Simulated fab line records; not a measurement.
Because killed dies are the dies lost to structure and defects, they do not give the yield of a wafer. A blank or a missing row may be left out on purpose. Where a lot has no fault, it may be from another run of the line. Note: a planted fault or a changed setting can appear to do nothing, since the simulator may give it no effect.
Which tool did it? + flow n5_finfet + 11 lots with 33 wafers sampled at 3 steps, on a route of 1938 steps

WHAT THE GAUGES SHOWED, per wafer
N5_BEOL_M7_OCD_MEAS_38.
| lot  | measured     | on     | trench_depth_nm (nm) |
|------|--------------|--------|----------------------|
| L623 | day 9 02:49  | ocd-01 | 93.8 94.3 91.0       |
| L628 | day 10 08:45 | ocd-01 | 92.4 94.4 93.9       |
| L629 | day 10 09:45 | ocd-02 | 95.2 95.5 95.2       |
| L627 | day 10 14:04 | ocd-01 | 93.5 91.5 91.9       |
| L630 | day 10 16:23 | ocd-02 | 95.2 95.1 95.1       |
| L631 | day 10 20:23 | ocd-01 | 91.6 92.9 94.0       |
| L632 | day 10 22:12 | ocd-01 | 92.7 95.5 95.3       |
| L633 | day 11 06:39 | ocd-02 | 92.3 94.4 92.9       |
| L641 | day 13 13:31 | ocd-01 | 94.0 92.2 93.6       |
| L644 | day 14 04:22 | ocd-01 | 95.5 94.3 96.3       |
| L646 | day 14 19:47 | ocd-01 | 95.3 94.9 95.0       |

N5_BEOL_M7_THK_MEAS_53: measures by xrf.
| lot  | measured     | on            | M7_THK (nm)    |
|------|--------------|---------------|----------------|
| L623 | day 9 06:05  | film_metro-01 | 79.2 81.3 77.3 |
| L628 | day 10 11:54 | film_metro-01 | 77.0 79.9 78.7 |
| L629 | day 10 13:37 | film_metro-02 | 79.7 80.4 80.1 |
| L627 | day 10 16:40 | film_metro-02 | 79.0 76.1 76.8 |
| L630 | day 10 18:54 | film_metro-02 | 78.2 80.4 80.3 |
| L631 | day 10 23:19 | film_metro-01 | 77.4 77.9 79.3 |
| L632 | day 11 00:17 | film_metro-02 | 77.5 78.4 79.3 |
| L633 | day 11 09:18 | film_metro-02 | 76.0 79.2 76.6 |
| L641 | day 13 16:00 | film_metro-02 | 78.2 77.4 79.7 |
| L644 | day 14 07:49 | film_metro-02 | 80.2 77.5 81.3 |
| L646 | day 14 22:44 | film_metro-01 | 79.7 79.9 80.3 |

N5_BEOL_M7_INSPECT_58: inspects for defects (darkfield).
| lot  | measured     | on                | raw_defect_count |
|------|--------------|-------------------|------------------|
| L623 | day 9 06:14  | defect_inspect-02 | 110 107 70       |
| L628 | day 10 12:05 | defect_inspect-01 | 55 63 59         |
| L629 | day 10 13:46 | defect_inspect-01 | 45 45 56         |
| L627 | day 10 16:50 | defect_inspect-02 | 44 64 80         |
| L630 | day 10 19:04 | defect_inspect-01 | 54 58 59         |
| L631 | day 10 23:29 | defect_inspect-01 | 79 45 58         |
| L632 | day 11 00:26 | defect_inspect-02 | 72 70 142        |
| L633 | day 11 09:27 | defect_inspect-02 | 53 55 48         |
| L641 | day 13 16:10 | defect_inspect-01 | 40 51 87         |
| L644 | day 14 07:59 | defect_inspect-02 | 69 69 78         |
| L646 | day 14 22:53 | defect_inspect-02 | 73 108 65        |

EACH LOT AND THE TOOL THAT RAN IT (in order: tool; ch and the chambers of the sampled wafers; start)
The record shows no process step preceding these readings.

AS READ BY THE TOOLS THEMSELVES (means over the sampled wafers that have a number; for cases with no such wafer, the mark the record gives instead)
The record holds no such reading with a usual standard deviation.

THE ANSWER, worked out from the rows above alone
Rule: the usual values come from the lots themselves. The widest of any qualifying gaps counts: lots, ordered by their means at a reading, are off when they make up no more than a third of the lots, leave a main group of 4 or more, and stand apart from it by 3 or more times the standard deviation of that group's means. A main group whose means are all the same, to the digits that the tables above print for the reading, isn't used. A lot without any number at a reading at which 4 lots or more have one is off too. Any other lot the step has rows for is counted as sound. Order of review: gauges by route order, followed by the tools' own readings, for which a lot's mean as printed above is used. At the first step where some lot is off, the reading lying furthest off is the one used; lots without a number count as furthest.
Nothing can be told from this: no lot is off at any reading shown.

WHAT THE SIMULATOR HAD INSERTED
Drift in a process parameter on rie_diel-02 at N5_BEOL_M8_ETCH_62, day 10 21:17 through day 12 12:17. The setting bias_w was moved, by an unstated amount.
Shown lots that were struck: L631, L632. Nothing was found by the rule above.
